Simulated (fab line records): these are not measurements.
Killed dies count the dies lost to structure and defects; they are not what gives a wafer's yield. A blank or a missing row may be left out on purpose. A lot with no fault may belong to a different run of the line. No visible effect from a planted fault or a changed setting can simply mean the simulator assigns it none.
Comparing a struck lot with a sound one    flow nand-harc    13 out of 1302 route steps
Sound: wafers L796.2, L796.4, L796.6. Struck: wafer L808.5. (L808.2 of the same lot was not struck and is left out.) The cause comes at the end.
At each step with rows: each side's tool, then ch and its chambers, then its first start. Under that, the readings that differ: sound wafers    struck wafers    difference of the means    sigmas: that difference in standard deviations of wafers without a fault.
alike: words and numbers the same on both sides, and readings whose means are apart by under 2 such deviations; not compared: readings that were withheld, readings missing a value for some wafer, numbers with overlapping values and no deviation given by the record, and bounds like >300 which may hide the same value.
A row with sigmas, a row that says differs or no value, or rows on one side alone: a step with any of these is where the two part. Numbers that have no deviation but don't overlap get no sigmas and don't part them. A reading that every wafer of one side lacks parts them only if that side has two wafers or more.

first, 1 step without rows for these wafers: NHARC_A_CONTACT_STRIP_27 (strips in post etch residue remover, time 600 s).
NHARC_A_CONTACT_ALD_18: deposits TiN, target thk 3 nm, pulse time 1 s, ald cycles 150.
  sound on ald-metal-03 ch 0,2,3, day 26 08:13; struck on ald-metal-03 ch 3, day 31 18:17
  alike: heater-power-w, precursor-pulse-height-rel
NHARC_A_CONTACT_CVD_19: deposits W, target thk 300 nm, time 802 s.
  sound on cvd-w-02 ch 0,1; struck on cvd-w-02 ch 0
  alike: heater-power-w, throttle-valve-pct
NHARC_A_CONTACT_CMP_20: polishes, t overpolish 30 s, target thk 300 nm.
  sound on cmp-01 ch 2,3, day 26 09:19; struck on cmp-04 ch 2, day 31 19:58
  alike: motor-current-A, overpolish-run-s, slurry-filter-dp-kPa, time-to-endpoint-s
after that, 1 step had no rows for these wafers: NHARC_A_CONTACT_SRD_22.
NHARC_A_CONTACT_INSPECT_23:
  struck on defect-inspect-02, day 31 20:17; sound on defect-inspect-02, day 26 09:41
reading           sound        struck  difference  sigmas
raw-defect-count  699 471 666  345     -267        -2
then, 5 steps without rows for these wafers: NHARC_A_BLC_DEHYDRATE_00 (time 120 s); NHARC_A_BLC_HMDS_01 (time 30 s); NHARC_A_BLC_COAT_02 (time 75 s); NHARC_A_BLC_COAT_03 (time 65 s); NHARC_A_BLC_COAT_04 (resist thk 90 nm).
NHARC_A_BLC_SOFTBAKE_05: time 55 s.
  sound on litho-track-06 ch 0, day 26 09:00; struck on litho-track-01 ch 0, day 31 20:00
reading                   sound                 struck  difference  sigmas
heater-power-total-W (W)  188.27 188.46 188.36  219.11  +30.75      +99 or more
after that, 1 step had no rows for these wafers: NHARC_A_BLC_EBR_06.

== WHERE THEY PART ==
Last at NHARC_A_BLC_SOFTBAKE_05 as far as this record goes, first at NHARC_A_CONTACT_INSPECT_23.

WHY: what had been put in by the simulator
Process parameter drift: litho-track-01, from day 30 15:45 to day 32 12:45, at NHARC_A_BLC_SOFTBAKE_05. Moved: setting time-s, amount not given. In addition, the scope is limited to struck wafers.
